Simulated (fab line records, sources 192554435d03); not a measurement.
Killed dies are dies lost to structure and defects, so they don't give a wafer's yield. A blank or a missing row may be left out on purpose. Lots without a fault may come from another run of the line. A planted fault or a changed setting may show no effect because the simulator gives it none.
Which tool did it? | flow n5_finfet | 15 lots, 45 wafers sampled, at 3 steps of a route of 1938

WHAT THE GAUGES READ, wafer by wafer
N5_BEOL_M11_RS_MEAS_57: measures by four-point-probe. Usual: M11_RS 0.151 ohm/sq, standard deviation 0.0033.
lot  | measured     | on            | M11_RS (ohm/sq)   | flag
L502 | day 11 14:49 | film_metro-01 | 0.149 0.151 0.154 |
L501 | day 12 03:56 | film_metro-01 | 0.155 0.152 0.154 |
L504 | day 12 14:53 | film_metro-01 | 0.152 0.154 0.152 |
L505 | day 12 23:07 | film_metro-02 | 0.151 0.149 0.152 |
L508 | day 13 13:59 | film_metro-02 | 0.151 0.149 0.149 |
L511 | day 14 00:29 | film_metro-02 | 0.153 0.157 0.152 |
L512 | day 14 05:16 | film_metro-02 | 0.157 0.147 0.149 |
L513 | day 14 06:46 | film_metro-02 | 0.156 0.159 0.150 |
L518 | day 15 15:05 | film_metro-01 | 0.150 0.152 0.154 |
L520 | day 16 21:54 | film_metro-01 | 0.152 0.144 0.148 |
L519 | day 17 07:00 | film_metro-02 | 0.152 0.151 0.151 |
L523 | day 18 04:05 | film_metro-02 | 0.143 0.147 0.145 |
L522 | day 18 04:29 | film_metro-01 | 0.158 0.150 0.156 |
L521 | day 18 04:32 | film_metro-02 | 0.145 0.152 0.148 |
L524 | day 18 06:48 | film_metro-02 | 0.147 0.146 0.146 |

WHICH TOOL RAN EACH LOT (tool, then ch and the chambers of the sampled wafers, then the start)
lot  | N5_BEOL_M11_ALD_74                  | N5_BEOL_M11_ANNEAL_51
L502 | ald_metal-02 ch 0,1,3, day 11 11:52 | rtp_anneal-02 ch 0, day 11 14:07
L501 | ald_metal-03 ch 1,2, day 12 02:07   | rtp_anneal-02 ch 0, day 12 03:16
L504 | ald_metal-01 ch 0,1,3, day 12 12:50 | rtp_anneal-01 ch 0, day 12 14:16
L505 | ald_metal-03 ch 0,1,2, day 12 21:32 | rtp_anneal-02 ch 0, day 12 22:24
L508 | ald_metal-01 ch 2,3, day 13 12:17   | rtp_anneal-02 ch 0, day 13 13:19
L511 | ald_metal-02 ch 1,2,3, day 13 22:49 | rtp_anneal-02 ch 0, day 13 23:46
L512 | ald_metal-02 ch 0,1, day 14 02:43   | rtp_anneal-01 ch 0, day 14 04:35
L513 | ald_metal-01 ch 0,1,2, day 14 05:15 | rtp_anneal-02 ch 0, day 14 06:05
L518 | ald_metal-01 ch 0,2,3, day 15 13:25 | rtp_anneal-02 ch 0, day 15 14:26
L520 | ald_metal-02 ch 0,1,2, day 16 18:56 | rtp_anneal-02 ch 0, day 16 21:11
L519 | ald_metal-03 ch 0,3, day 17 05:28   | rtp_anneal-02 ch 0, day 17 06:25
L523 | ald_metal-03 ch 0,3, day 18 02:26   | rtp_anneal-01 ch 0, day 18 03:28
L522 | ald_metal-01 ch 0,2,3, day 18 02:44 | rtp_anneal-02 ch 0, day 18 03:44
L521 | ald_metal-03 ch 0,2,3, day 18 02:54 | rtp_anneal-01 ch 0, day 18 03:49
L524 | ald_metal-02 ch 0,2,3, day 18 03:32 | rtp_anneal-02 ch 0, day 18 06:04
- N5_BEOL_M11_ALD_74: deposits TaN, target thk 2 nm, pulse time 2 s, purge time 3 s.
- N5_BEOL_M11_ANNEAL_51: time 90 s.

WHAT THE TOOLS THEMSELVES READ (means of the sampled wafers that have a number; where no wafer has one, the mark that the record gives instead)
N5_BEOL_M11_ALD_74. Usual: chamber_pressure_Torr 3.001 Torr, standard deviation 0.0062; heater_power_w 404 W, standard deviation 34; mfc_carrier_sccm 1500 sccm, standard deviation 4.7.
lot  | tool         | chamber_pressure_Torr (Torr) | heater_power_w (W) | mfc_carrier_sccm (sccm) | flag
L502 | ald_metal-02 | 2.994                        | 393                | 1500                    |
L501 | ald_metal-03 | 2.998                        | 390                | 1503                    |
L504 | ald_metal-01 | 3.006                        | 402                | 1498                    |
L505 | ald_metal-03 | 3.003                        | 395                | 1500                    |
L508 | ald_metal-01 | 3.001                        | 483                | 1499                    |
L511 | ald_metal-02 | 2.998                        | 387                | 1499                    |
L512 | ald_metal-02 | 2.999                        | 412                | 1497                    |
L513 | ald_metal-01 | 2.999                        | 430                | 1502                    |
L518 | ald_metal-01 | 3.000                        | 449                | 1499                    |
L520 | ald_metal-02 | 3.000                        | 400                | 1497                    |
L519 | ald_metal-03 | 3.005                        | 418                | 1500                    |
L523 | ald_metal-03 | 2.994                        | 406                | 1501                    |
L522 | ald_metal-01 | 3.003                        | 446                | 1503                    |
L521 | ald_metal-03 | 3.002                        | 396                | 1502                    |
L524 | ald_metal-02 | 2.998                        | 381                | 1500                    |

N5_BEOL_M11_ANNEAL_51. Usual: wafer_temp_C_max 226.09, standard deviation 0.29.
lot  | tool          | wafer_temp_C_max | flag
L502 | rtp_anneal-02 | 226.03           |
L501 | rtp_anneal-02 | 226.51           |
L504 | rtp_anneal-01 | 225.83           |
L505 | rtp_anneal-02 | 226.19           |
L508 | rtp_anneal-02 | 226.42           |
L511 | rtp_anneal-02 | 226.31           |
L512 | rtp_anneal-01 | 225.97           |
L513 | rtp_anneal-02 | 226.16           |
L518 | rtp_anneal-02 | 226.26           |
L520 | rtp_anneal-02 | 225.90           |
L519 | rtp_anneal-02 | 226.37           |
L523 | rtp_anneal-01 | 225.82           |
L522 | rtp_anneal-02 | 226.01           |
L521 | rtp_anneal-01 | 225.80           |
L524 | rtp_anneal-02 | 226.37           |

THE ANSWER, worked out from the rows above alone
Rule: a lot is off if the mean of its wafers that have a number lies more than 3 standard deviations from the usual mean. A lot without any number at a reading at which 4 lots or more have one is off too. The other lots that the step has rows for count as sound. The gauges are gone through in route order, then the tools' own readings, and for those a lot's mean is taken as printed above. The first step at which some lot is off is used, and at that step the reading that is off furthest; a lot without a number counts as furthest.
No lot is off at any reading shown: from this, nothing can be told.

WHAT THE SIMULATOR HAD PUT IN
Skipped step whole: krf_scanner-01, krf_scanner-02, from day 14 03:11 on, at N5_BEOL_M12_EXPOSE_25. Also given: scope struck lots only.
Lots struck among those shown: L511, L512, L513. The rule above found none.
